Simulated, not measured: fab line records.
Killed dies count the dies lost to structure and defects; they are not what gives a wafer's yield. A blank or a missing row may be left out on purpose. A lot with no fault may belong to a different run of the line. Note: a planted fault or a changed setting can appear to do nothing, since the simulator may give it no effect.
fab line records	flow n5Finfet
[record] lots = 7	wafers = 21
route steps=1938 shown ZERO_LAYER@9 WELL_APT@40 FIN_SAQP@108 DUMMY_GATE@224 SD_EPI_N@288 SD_EPI_P@295 SD_ACTIVATION@331 HKMG_FIN@427 MOL_CONTACT_COAG@599
startH: hours from the record's first day to the start of the lot's first wafer shown	waitH: hours since the lot's step before	" the same as in the row above	L1.1+2: several wafers, shown together as one row	- no value, or no start was given	* or withheld: withheld	< > ~ a bound
route shown NAME@n: a module of which the file shows steps, and the number in the route of the first	usual: mean/standard deviation of fault-free wafers	same: alike in all rows	chamber/n: place in a boat	sites: each site's reading	_std_site: the standard deviation of these	_edge_site: outer sites' mean less inner sites'	radiusMm: how far each site lies from the wafer's centre	mask NAME#n: copy n	behind: the last tool/chamber to shape the wafer	hold: cause of the lot's hold/its duration in hours/its outcome	device: whichever transistor did not switch (one of n, p or np)	end of line: tests of these same wafers at the route's end	a step without rows: its recipe alone	killed: count of dies lost to structure and defects at first sort (not the wafer's yield)	map: shows each die of a wafer: x if killed, . if not, _ if none is there
set.NAME: the run value of the setting; set.NAME@STEP: its run value at that earlier step	model.NAME: the simulator's own value behind a step, which no gauge read
lots run with intentionally changed settings; tables by step, rows by wafer
[[steps]]
[step N5_ZERO_LAYER_EXPOSE_08]
[recipe] maskId = ZERO	na = 0.55	sourceShape = conventional	sigmaOuter = 0.8	polarization = unpolarized	defocusNm = 0	targetCdNm = 2000	doseMj = 16.2
lot.wafer	tool	chamber	startH	waitH	mask	set.doseMj
L081.1	krfScanner-01	0	54.59	-	ZERO#0	16.2
L081.2+3	"	0	"	"	ZERO#0	15.82
L082.2+4+6	krfScanner-01	0	60.50	-	ZERO#0	16.2
L083.2+3	krfScanner-01	0	66.47	-	ZERO#0	16.2
L083.6	"	0	"	"	ZERO#0	16.53
L085.1	krfScanner-02	0	78.46	-	ZERO#0	16.2
L085.2+5	"	0	"	"	ZERO#0	15.8
L087.3+4+5	krfScanner-01	0	90.79	-	ZERO#0	16.2
L091.1+6	krfScanner-01	0	114.47	-	ZERO#0	16.69
L091.2	"	0	"	"	ZERO#0	16.2
L093.3+5	krfScanner-02	0	126.50	-	ZERO#0	16.85
L093.4	"	0	"	"	ZERO#0	16.2
[step N5_ZERO_LAYER_PEB_09]
[recipe] pebTempC = withheld	pebTimeS = *
[step N5_ZERO_LAYER_DEVELOP_10]
[recipe] developTimeS = 60	rinseLiquid = diw	dry = airSpin	devTempC = 21
[step N5_ZERO_LAYER_HARDBAKE_23]
[recipe] tempC = 130	timeS = 120
[step N5_ZERO_LAYER_CD_MEAS_11]
[recipe] targetCdNm = 2000	landingEnergyEv = 500	detector = seInlens
[usual] cdNm = 1999.1/1.7
lot.wafer	tool	chamber	startH	waitH	set.doseMj@ZERO_LAYER_EXPOSE_08	cdNm
L081.1	cdSem-01	0	54.77	-	16.2	1997.7
L081.2	"	0	"	"	15.82	1990.9
L081.3	"	0	"	"	15.82	1992.5
L082.2	cdSem-02	0	60.67	-	16.2	1998.7
L082.4	"	0	"	"	16.2	1998.5
L082.6	"	0	"	"	16.2	1999.8
L083.2	cdSem-02	0	66.64	-	16.2	2000.7
L083.3	"	0	"	"	16.2	1996.6
L083.6	"	0	"	"	16.53	2004.7
L085.1	cdSem-03	0	78.64	-	16.2	1999.8
L085.2	"	0	"	"	15.8	1998.3
L085.5	"	0	"	"	15.8	1996.1
L087.3	cdSem-01	0	90.96	-	16.2	2001.3
L087.4	"	0	"	"	16.2	1998.8
L087.5	"	0	"	"	16.2	1998.9
L091.1	cdSem-01	0	114.65	-	16.69	2004.0
L091.2	"	0	"	"	16.2	1997.6
L091.6	"	0	"	"	16.69	2005.3
L093.3	cdSem-01	0	126.66	-	16.85	2007.1
L093.4	"	0	"	"	16.2	1999.1
L093.5	"	0	"	"	16.85	2007.5
[step N5_WELL_APT_PEB_23]
[recipe] pebTempC = 130	pebTimeS = 90
lot.wafer	tool	chamber	startH	waitH	set.pebTimeS
L081.1+2	lithoTrack-01	0	57.32	0.1	90
L081.3	"	0	"	"	110.2
L082.2+4+6	lithoTrack-03	0	62.74	0.0	90
L083.2	lithoTrack-05	0	68.81	0.0	90
L083.3+6	"	0	"	"	96.73
L085.1+2+5	lithoTrack-03	0	81.49	0.1	90
L087.3	lithoTrack-01	0	93.41	0.0	79.63
L087.4+5	"	0	"	"	90
L091.1+2+6	lithoTrack-05	0	117.10	0.1	90
L093.3	lithoTrack-05	0	128.86	0.0	90
L093.4+5	"	0	"	"	69.8
[step N5_WELL_APT_DEVELOP_24]
[recipe] developTimeS = 45	rinseLiquid = surfactantRinse	dry = airSpin	devTempC = 21
[step N5_WELL_APT_HARDBAKE_29]
[recipe] tempC = 130	timeS = 120
[step N5_WELL_APT_CD_MEAS_25]
[recipe] targetCdNm = 200	landingEnergyEv = 500	detector = seInlens
[usual] cdNm = 200.3/2
lot.wafer	tool	chamber	startH	waitH	set.pebTimeS@WELL_APT_PEB_23	cdNm
L081.1	cdSem-02	0	57.43	-	90	197.9
L081.2	"	0	"	"	90	198.5
L081.3	"	0	"	"	110.2	206.1
L082.2	cdSem-02	0	62.85	-	90	204.6
L082.4	"	0	"	"	90	200.2
L082.6	"	0	"	"	90	203.6
L083.2	cdSem-03	0	68.93	-	90	198.6
L083.3	"	0	"	"	96.73	200.6
L083.6	"	0	"	"	96.73	200.7
L085.1	cdSem-01	0	81.60	-	90	201.8
L085.2	"	0	"	"	90	200.1
L085.5	"	0	"	"	90	203.5
L087.3	cdSem-02	0	93.53	-	79.63	193.4
L087.4	"	0	"	"	90	199.8
L087.5	"	0	"	"	90	199.4
L091.1	cdSem-01	0	117.22	-	90	198.4
L091.2	"	0	"	"	90	198.1
L091.6	"	0	"	"	90	199.8
L093.3	cdSem-01	0	128.98	-	90	201.3
L093.4	"	0	"	"	69.8	188.6
L093.5	"	0	"	"	69.8	187.2
[step N5_WELL_APT_DESCUM_30]
[recipe] chemistry = O2	timeS = 7.9	sourcePowerW = 50	biasPowerW = 20	pressureMtorr = 20	rfFrequencyHz = 2.712e+07	tempC = 40	o2FlowSccm = 225
lot.wafer	tool	chamber	startH	waitH	set.pebTimeS@WELL_APT_PEB_23	model.WELL_APT.cdNm
L081.1	rieDiel-02	2	58.13	0.6	90	197.9
L081.2	"	0	"	"	90	198.5
L081.3	"	3	"	"	110.2	206.1
L082.2	rieDiel-01	2	63.12	0.2	90	204.5
L082.4	"	0	"	"	90	200
L082.6	"	1	"	"	90	203.3
L083.2	rieDiel-06	0	69.02	0.0	90	199.1
L083.3	"	3	"	"	96.73	200.4
L083.6	"	0	"	"	96.73	200.8
L085.1	rieDiel-06	3	81.69	0.0	90	201.8
L085.2	"	2	"	"	90	200.4
L085.5	"	0	"	"	90	204
L087.3	rieDiel-06	0	93.62	0.0	79.63	193.4
L087.4	"	2	"	"	90	200.2
L087.5	"	3	"	"	90	199.2
L091.1	rieDiel-01	3	117.30	0.0	90	198.3
L091.2	"	1	"	"	90	198.1
L091.6	"	0	"	"	90	199.6
L093.3	rieDiel-02	0	129.29	0.3	90	201.5
L093.4	"	2	"	"	69.8	188.7
L093.5	"	3	"	"	69.8	187.2
[step N5_FIN_SAQP_EXPOSE_13]
[recipe] maskId = FIN_CORE	na = 1.35	sourceShape = dipole	sigmaInner = 0.538	sigmaOuter = 0.738	polarization = te	targetCdNm = 35.6	doseMj = 63.25
lot.wafer	tool	chamber	startH	waitH	mask	set.doseMj
L081.1+2+3	arfiScanner-01	0	64.18	-	FIN_CORE#0	63.25
L082.2+4+6	arfiScanner-02	0	70.80	-	FIN_CORE#0	63.25
L083.2+6	arfiScanner-02	0	75.28	-	FIN_CORE#0	63.25
L083.3	"	0	"	"	FIN_CORE#0	61.05
L085.1+2	arfiScanner-03	0	88.47	-	FIN_CORE#0	63.25
L085.5	"	0	"	"	FIN_CORE#0	67.17
L087.3+4	arfiScanner-01	0	100.17	-	FIN_CORE#0	63.25
L087.5	"	0	"	"	FIN_CORE#0	60.54
L091.1	arfiScanner-02	0	124.12	-	FIN_CORE#0	63.25
L091.2+6	"	0	"	"	FIN_CORE#0	65.75
L093.3+4	arfiScanner-03	0	136.24	-	FIN_CORE#0	65.18
L093.5	"	0	"	"	FIN_CORE#0	63.25
[step N5_FIN_SAQP_PEB_14]
[recipe] pebTempC = withheld	pebTimeS = 60	resist = CAR-ArF
[step N5_FIN_SAQP_DEVELOP_15]
[recipe] developTimeS = 30	developer = TMAH	resist = CAR-ArF	devTempC = 23	rinseLiquid = diw	dry = airSpin
[step N5_FIN_SAQP_CD_MEAS_16]
[recipe] targetCdNm = 35.6	landingEnergyEv = 500	detector = seInlens
[usual] cdNm = 35.5/0.32
lot.wafer	tool	chamber	startH	waitH	set.doseMj@FIN_SAQP_EXPOSE_13	cdNm
L081.1	cdSem-03	0	64.31	-	63.25	35.4
L081.2	"	0	"	"	63.25	35.4
L081.3	"	0	"	"	63.25	35.2
L082.2	cdSem-03	0	70.92	-	63.25	35.8
L082.4	"	0	"	"	63.25	35.4
L082.6	"	0	"	"	63.25	35.7
L083.2	cdSem-01	0	75.41	-	63.25	35.3
L083.3	"	0	"	"	61.05	36.9
L083.6	"	0	"	"	63.25	36.0
L085.1	cdSem-02	0	88.60	-	63.25	36.0
L085.2	"	0	"	"	63.25	35.3
L085.5	"	0	"	"	67.17	33.7
L087.3	cdSem-02	0	100.29	-	63.25	35.6
L087.4	"	0	"	"	63.25	35.7
L087.5	"	0	"	"	60.54	37.1
L091.1	cdSem-03	0	124.25	-	63.25	35.6
L091.2	"	0	"	"	65.75	34.7
L091.6	"	0	"	"	65.75	34.3
L093.3	cdSem-01	0	136.36	-	65.18	35.0
L093.4	"	0	"	"	65.18	34.6
L093.5	"	0	"	"	63.25	35.6
[step N5_DUMMY_GATE_COAT_28]
[recipe] resist = underlayer	tempC = 205	timeS = 60	spinRpm = 1500	resistThkNm = 10
lot.wafer	tool	chamber	startH	waitH	set.spinRpm	model.underlayer_of_DUMMY_GATE_COAT_28.thkNm
L081.1+3	lithoTrack-02	0	-	-	1500	10
L081.2	"	0	"	"	1548	9.8
L082.2+4+6	lithoTrack-04	0	-	-	1500	10
L083.2+3+6	lithoTrack-03	0	-	-	1500	10
L085.1	lithoTrack-03	0	-	-	1564	9.8
L085.2+5	"	0	"	"	1500	10
L087.3	lithoTrack-02	0	-	-	1576	9.8
L087.4+5	"	0	"	"	1500	10
L091.1+2+6	lithoTrack-04	0	-	-	1500	10
L093.3	lithoTrack-03	0	-	-	1500	10
L093.4+5	"	0	"	"	1597	9.6
[step N5_SD_EPI_N_EPI_21]
[recipe] material = Si:P	dopant = P	tempC = 680	pressureTorr = 255	timeS = 690
lot.wafer	tool	chamber	startH	waitH	set.tempC	model.Si-P_of_SD_EPI_N_EPI_21.thkNm
L081.1	epiRpcvd-04	0	93.97	0.1	680	58
L081.2	"	0	"	"	680	58.6
L081.3	"	0	"	"	680	59
L082.2+6	epiRpcvd-03	0	101.02	0.4	680	58.8
L082.4	"	0	"	"	680	59.6
L083.2+6	epiRpcvd-04	0	107.05	0.5	677.5	56.2
L083.3	"	0	"	"	677.5	56.4
L085.1	epiRpcvd-03	0	117.44	0.1	680	59.4
L085.2+5	"	0	"	"	680	59.8
L087.3	epiRpcvd-02	0	131.66	0.7	677.2	56.4
L087.4	"	0	"	"	680	60.2
L087.5	"	0	"	"	680	59
L091.1	epiRpcvd-02	0	157.10	0.1	680	59.2
L091.2	"	0	"	"	682.6	61.8
L091.6	"	0	158.50	1.4	680	58.8
L093.3	epiRpcvd-02	0	165.84	0.9	684	64
L093.4	"	0	"	"	684	62.8
L093.5	"	0	"	"	684	63.6
[step N5_SD_EPI_P_COAT_34]
[recipe] resist = SOC	tempC = 250	timeS = 60	spinRpm = 1500	resistThkNm = 350
lot.wafer	tool	chamber	startH	waitH	set.spinRpm	model.SOC_of_SD_EPI_P_COAT_34.thkNm
L081.1	lithoTrack-05	0	96.81	0.0	1388	365.2
L081.2	"	0	"	"	1388	364.6
L081.3	"	0	"	"	1500	351.8
L082.2	lithoTrack-02	0	103.04	0.0	1500	350.6
L082.4	"	0	"	"	1500	350.4
L082.6	"	0	"	"	1500	351
L083.2	lithoTrack-04	0	109.63	0.0	1500	351
L083.3	"	0	"	"	1631	337.4
L083.6	"	0	"	"	1500	350.8
L085.1	lithoTrack-05	0	120.37	0.0	1601	340.8
L085.2	"	0	"	"	1500	351.8
L085.5	"	0	"	"	1500	352.8
L087.3	lithoTrack-05	0	133.40	0.0	1500	350
L087.4	"	0	"	"	1500	351
L087.5	"	0	"	"	1500	350.2
L091.1	lithoTrack-05	0	159.40	0.0	1500	351.8
L091.2	"	0	"	"	1500	351.4
L091.6	"	0	"	"	1551	345.6
L093.3+5	lithoTrack-05	0	167.96	0.0	1500	352.6
L093.4	"	0	"	"	1500	353
[step N5_SD_EPI_P_COAT_35]
[recipe] resist = SiARC	tempC = 220	timeS = 60	spinRpm = 1500	resistThkNm = 35
[step N5_SD_EPI_P_COAT_03]
[recipe] resist = CAR-ArF-block	spinRpm = 1500	resistThkNm = 150
[step N5_SD_EPI_P_EPI_21]
[recipe] material = SiGe:B	dopant = B	tempC = 550	pressureTorr = 20	ambient = H2	timeS = 355
[step N5_SD_EPI_P_HM_STRIP_48]
[recipe] chemistry = H3PO4	tempC = 160	material = SiNx	target = SiNx	targetDepthA = 30	overetchFraction = 0.3
lot.wafer	tool	chamber	startH	waitH	set.tempC@SD_EPI_N_EPI_21	model.Si-P_of_SD_EPI_N_EPI_21.thkNm
L081.1	wetBench-04	2	100.85	0.0	680	57.4
L081.2	"	0	"	"	680	57.8
L081.3	"	3	"	"	680	58.4
L082.2+6	wetBench-02	5,4	107.08	0.0	680	58.2
L082.4	"	6	"	"	680	59
L083.2+6	wetBench-06	2,1	113.68	0.0	677.5	55.6
L083.3	"	4	"	"	677.5	55.8
L085.1	wetBench-02	6	125.35	0.0	680	58.6
L085.2	"	1	"	"	680	59
L085.5	"	7	"	"	680	59.2
L087.3	wetBench-02	5	137.32	0.0	677.2	55.8
L087.4	"	6	"	"	680	59.6
L087.5	"	2	"	"	680	58.4
L091.1	wetBench-04	2	163.31	0.0	680	58.6
L091.2	"	0	"	"	682.6	61
L091.6	"	6	"	"	680	58.2
L093.3	wetBench-02	3	172.75	0.0	684	63.2
L093.4	"	7	"	"	684	62.2
L093.5	"	2	"	"	684	63
[step N5_SD_ACTIVATION_LSA_01]
[recipe] tempC = 1080	timeS = 0.0008	ambient = N2
[usual] wafer_temp_C_max = 1083.7/0.83
lot.wafer	tool	chamber	startH	waitH	set.tempC	wafer_temp_C_max
L081.1	laserAnneal-01	0	101.26	0.2	1080	1082.5
L081.2	"	0	"	"	1080	1083.9
L081.3	"	0	"	"	1080	1082.5
L082.2	laserAnneal-02	0	107.49	0.2	1080	1084.0
L082.4	"	0	"	"	1080	1083.5
L082.6	"	0	"	"	1080	1084.4
L083.2	laserAnneal-01	0	114.07	0.2	1080	1084.3
L083.3	"	0	"	"	1080	1083.2
L083.6	"	0	"	"	1080	1084.2
L085.1	laserAnneal-01	0	125.71	0.2	1046	1049.8
L085.2	"	0	"	"	1080	1083.9
L085.5	"	0	"	"	1046	1049.6
L087.3	laserAnneal-01	0	137.99	0.2	1070	1072.8
L087.4	"	0	"	"	1070	1073.2
L087.5	"	0	"	"	1080	1082.8
L091.1	laserAnneal-01	0	163.68	0.2	1080	1083.7
L091.2	"	0	"	"	1080	1083.3
L091.6	"	0	"	"	1080	1083.9
L093.3	laserAnneal-01	0	173.18	0.2	1091	1094.6
L093.4	"	0	"	"	1080	1084.4
L093.5	"	0	"	"	1080	1084.2
[step N5_SD_ACTIVATION_RS_MEAS_03]
[recipe] thkMeasGauge = four-point-probe
[usual] RS_SD_N = 21.94/0.27	RS_SD_P = 56.1/0.82
lot.wafer	tool	chamber	startH	waitH	set.tempC@SD_ACTIVATION_LSA_01	RS_SD_N[ohm/sq]	RS_SD_P[ohm/sq]
L081.1	filmMetro-01	-	101.46	0.2	1080	21.97	56.6
L081.2	"	-	"	"	1080	21.93	56.7
L081.3	"	-	"	"	1080	21.89	57.2
L082.2	filmMetro-01	-	107.68	0.2	1080	22.13	55.9
L082.4	"	-	"	"	1080	22.00	55.8
L082.6	"	-	"	"	1080	22.29	55.6
L083.2	filmMetro-01	-	114.28	0.2	1080	22.83	57.5
L083.3	"	-	"	"	1080	22.74	57.0
L083.6	"	-	"	"	1080	22.91	57.1
L085.1	filmMetro-01	-	125.92	0.2	1046	25.46	57.4
L085.2	"	-	"	"	1080	21.63	55.5
L085.5	"	-	"	"	1046	24.94	58.2
L087.3	filmMetro-02	-	138.17	0.2	1070	23.92	55.7
L087.4	"	-	"	"	1070	22.40	55.4
L087.5	"	-	"	"	1080	21.68	55.8
L091.1	filmMetro-01	-	163.88	0.2	1080	21.72	55.4
L091.2	"	-	"	"	1080	20.94	54.9
L091.6	"	-	"	"	1080	21.92	55.2
L093.3	filmMetro-02	-	173.36	0.2	1091	19.19	55.8
L093.4	"	-	"	"	1080	20.54	55.4
L093.5	"	-	"	"	1080	20.40	56.4
[step N5_HKMG_FIN_EXPOSE_09]
[recipe] maskId = NWFM	na = 1.35	sourceShape = conventional	sigmaOuter = 0.8	polarization = unpolarized	doseMj = 39.25
lot.wafer	tool	chamber	startH	waitH	mask	set.doseMj
L081.1+3	arfiScanner-03	0	119.08	-	NWFM#0	41.8
L081.2	"	0	"	"	NWFM#0	39.25
L082.2+4+6	arfiScanner-03	0	123.61	-	NWFM#0	39.25
L083.2+6	arfiScanner-02	0	131.49	-	NWFM#0	39.25
L083.3	"	0	"	"	NWFM#0	36.57
L085.1+2+5	arfiScanner-02	0	142.11	-	NWFM#0	39.25
L087.3+4+5	arfiScanner-03	0	154.20	-	NWFM#0	39.25
L091.1+2+6	arfiScanner-01	0	179.91	-	NWFM#0	39.25
L093.3+4	arfiScanner-03	0	190.98	-	NWFM#0	40.03
L093.5	"	0	"	"	NWFM#0	39.25
[step N5_HKMG_FIN_PEB_10]
[recipe] pebTempC = withheld	pebTimeS = 60	resist = CAR-ArF
[step N5_HKMG_FIN_DEVELOP_11]
[recipe] developTimeS = 30	developer = TMAH	resist = CAR-ArF	devTempC = 23	rinseLiquid = diw	dry = airSpin
[step N5_HKMG_FIN_CD_MEAS_12]
[recipe] targetCdNm = 92.8	landingEnergyEv = 500	detector = seInlens
[usual] cdNm = 92.9/0.6
lot.wafer	tool	chamber	startH	waitH	set.doseMj@HKMG_FIN_EXPOSE_09	cdNm
L081.1	cdSem-03	0	119.20	-	41.8	97.5
L081.2	"	0	"	"	39.25	92.5
L081.3	"	0	"	"	41.8	97.6
L082.2	cdSem-01	0	123.73	-	39.25	93.2
L082.4	"	0	"	"	39.25	93.6
L082.6	"	0	"	"	39.25	93.3
L083.2	cdSem-01	0	131.61	-	39.25	93.1
L083.3	"	0	"	"	36.57	87.9
L083.6	"	0	"	"	39.25	92.2
L085.1	cdSem-02	0	142.24	-	39.25	93.6
L085.2	"	0	"	"	39.25	93.1
L085.5	"	0	"	"	39.25	93.6
L087.3	cdSem-02	0	154.31	-	39.25	93.2
L087.4	"	0	"	"	39.25	92.7
L087.5	"	0	"	"	39.25	92.7
L091.1	cdSem-02	0	180.04	-	39.25	92.8
L091.2	"	0	"	"	39.25	92.9
L091.6	"	0	"	"	39.25	93.2
L093.3	cdSem-02	0	191.09	-	40.03	95.0
L093.4	"	0	"	"	40.03	95.2
L093.5	"	0	"	"	39.25	92.9
[step N5_HKMG_FIN_COAT_85]
[recipe] resist = SOC	tempC = 250	timeS = 60	spinRpm = 1500	resistThkNm = 300
lot.wafer	tool	chamber	startH	waitH	set.spinRpm	model.SOC_of_HKMG_FIN_COAT_85.thkNm
L081.1	lithoTrack-01	0	120.56	0.2	1500	301.2
L081.2	"	0	"	"	1500	301.4
L081.3	"	0	"	"	1500	300.8
L082.2+6	lithoTrack-02	0	125.07	0.2	1500	300.6
L082.4	"	0	"	"	1500	300
L083.2	lithoTrack-02	0	132.97	0.2	1611	289.8
L083.3	"	0	"	"	1500	301
L083.6	"	0	"	"	1611	291.4
L085.1+5	lithoTrack-02	0	143.58	0.2	1500	300.4
L085.2	"	0	"	"	1500	301
L087.3	lithoTrack-02	0	155.66	0.2	1585	292.2
L087.4	"	0	"	"	1500	300.4
L087.5	"	0	"	"	1585	291.8
L091.1	lithoTrack-05	0	181.38	0.2	1500	303.4
L091.2	"	0	"	"	1500	303.2
L091.6	"	0	"	"	1500	302.8
L093.3	lithoTrack-05	0	192.48	0.2	1500	303.2
L093.4	"	0	"	"	1500	302.4
L093.5	"	0	"	"	1500	303.4
[step N5_MOL_CONTACT_COAG_EXPOSE_37]
[recipe] maskId = VD	na = 0.33	sourceShape = annular	sigmaInner = 0.3	sigmaOuter = 0.7	polarization = unpolarized	defocusNm = 0	doseMj = 62
lot.wafer	tool	chamber	startH	waitH	mask	set.doseMj
L081.1+3	euvScanner-01	0	142.65	-	VD#0	62
L081.2	"	0	"	"	VD#0	57.68
L082.2+4+6	euvScanner-01	0	146.02	-	VD#0	62
L083.2+3+6	euvScanner-02	0	154.80	-	VD#0	62
L085.1+5	euvScanner-02	0	169.02	-	VD#0	59.54
L085.2	"	0	"	"	VD#0	62
L087.3+4+5	euvScanner-02	0	177.83	-	VD#0	62
L091.1	euvScanner-01	0	205.72	-	VD#0	62
L091.2+6	"	0	"	"	VD#0	59.29
L093.3+4+5	euvScanner-01	0	213.47	-	VD#0	62
[step N5_MOL_CONTACT_COAG_PEB_38]
[recipe] pebTempC = 100	pebTimeS = 60	resist = CAR-EUV
[step N5_MOL_CONTACT_COAG_DEVELOP_39]
[recipe] developTimeS = 30	developer = TMAH	resist = CAR-EUV	rinseLiquid = surfactantRinse	dry = airSpin	devTempC = 23
[step N5_MOL_CONTACT_COAG_CD_MEAS_40]
[recipe] targetCdNm = 25.1	landingEnergyEv = 500	detector = seInlens	polarity = opening
[usual] cdNm = 25.23/0.25
lot.wafer	tool	chamber	startH	waitH	set.doseMj@MOL_CONTACT_COAG_EXPOSE_37	cdNm
L081.1	cdSem-01	0	142.79	-	62	25.48
L081.2	"	0	"	"	57.68	23.73
L081.3	"	0	"	"	62	25.34
L082.2	cdSem-01	0	146.16	-	62	24.59
L082.4	"	0	"	"	62	25.38
L082.6	"	0	"	"	62	25.29
L083.2	cdSem-01	0	154.94	-	62	25.19
L083.3	"	0	"	"	62	25.09
L083.6	"	0	"	"	62	25.14
L085.1	cdSem-01	0	169.17	-	59.54	24.43
L085.2	"	0	"	"	62	25.06
L085.5	"	0	"	"	59.54	24.55
L087.3	cdSem-02	0	177.96	-	62	25.47
L087.4	"	0	"	"	62	25.44
L087.5	"	0	"	"	62	25.38
L091.1	cdSem-02	0	205.86	-	62	25.37
L091.2	"	0	"	"	59.29	24.57
L091.6	"	0	"	"	59.29	24.24
L093.3	cdSem-02	0	213.60	-	62	24.93
L093.4	"	0	"	"	62	25.09
L093.5	"	0	"	"	62	25.25
[[key]]
[split] step = N5_ZERO_LAYER_EXPOSE_08	setting = doseMj	stated = 16.2	by = wafer
[response] step = N5_ZERO_LAYER_CD_MEAS_11	reading = cdNm	change = +2.11	per = 1%	r = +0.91
[split] step = N5_WELL_APT_PEB_23	setting = pebTimeS	stated = 90	by = wafer
[response] step = N5_WELL_APT_CD_MEAS_25	reading = cdNm	change = +0.472	per = 1%	r = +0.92
[response] step = N5_WELL_APT_DESCUM_30	reading = model.WELL_APT.cdNm	change = +0.473	per = 1%	r = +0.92
[split] step = N5_FIN_SAQP_EXPOSE_13	setting = doseMj	stated = 63.25	by = wafer
[response] step = N5_FIN_SAQP_CD_MEAS_16	reading = cdNm	change = -0.311	per = 1%	r = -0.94
[split] step = N5_DUMMY_GATE_COAT_28	setting = spinRpm	stated = 1500	by = wafer
[response] step = N5_DUMMY_GATE_COAT_28	reading = model.underlayer_of_DUMMY_GATE_COAT_28.thkNm	change = -0.0531	per = 1%	r = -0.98
[split] step = N5_SD_EPI_N_EPI_21	setting = tempC	stated = 680	by = wafer
[response] step = N5_SD_EPI_N_EPI_21	reading = model.Si-P_of_SD_EPI_N_EPI_21.thkNm	change = +7.56	per = 1%	r = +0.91
[response] step = N5_SD_EPI_P_HM_STRIP_48	reading = model.Si-P_of_SD_EPI_N_EPI_21.thkNm	change = +7.32	per = 1%	r = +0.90
[split] step = N5_SD_EPI_P_COAT_34	setting = spinRpm	stated = 1500	by = wafer
[response] step = N5_SD_EPI_P_COAT_34	reading = model.SOC_of_SD_EPI_P_COAT_34.thkNm	change = -1.66	per = 1%	r = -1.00
[split] step = N5_SD_ACTIVATION_LSA_01	setting = tempC	stated = 1080	by = wafer
[response] step = N5_SD_ACTIVATION_LSA_01	reading = wafer_temp_C_max	change = *	per = 1%	r = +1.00
[response] step = N5_SD_ACTIVATION_RS_MEAS_03	reading = RS_SD_N	change = -1.18	per = 1%	r = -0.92
[split] step = N5_HKMG_FIN_EXPOSE_09	setting = doseMj	stated = 39.25	by = wafer
[response] step = N5_HKMG_FIN_CD_MEAS_12	reading = cdNm	change = +0.746	per = 1%	r = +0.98
[split] step = N5_HKMG_FIN_COAT_85	setting = spinRpm	stated = 1500	by = wafer
[response] step = N5_HKMG_FIN_COAT_85	reading = model.SOC_of_HKMG_FIN_COAT_85.thkNm	change = -1.43	per = 1%	r = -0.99
[split] step = N5_MOL_CONTACT_COAG_EXPOSE_37	setting = doseMj	stated = 62	by = wafer
[response] step = N5_MOL_CONTACT_COAG_CD_MEAS_40	reading = cdNm	change = +0.218	per = 1%	r = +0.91
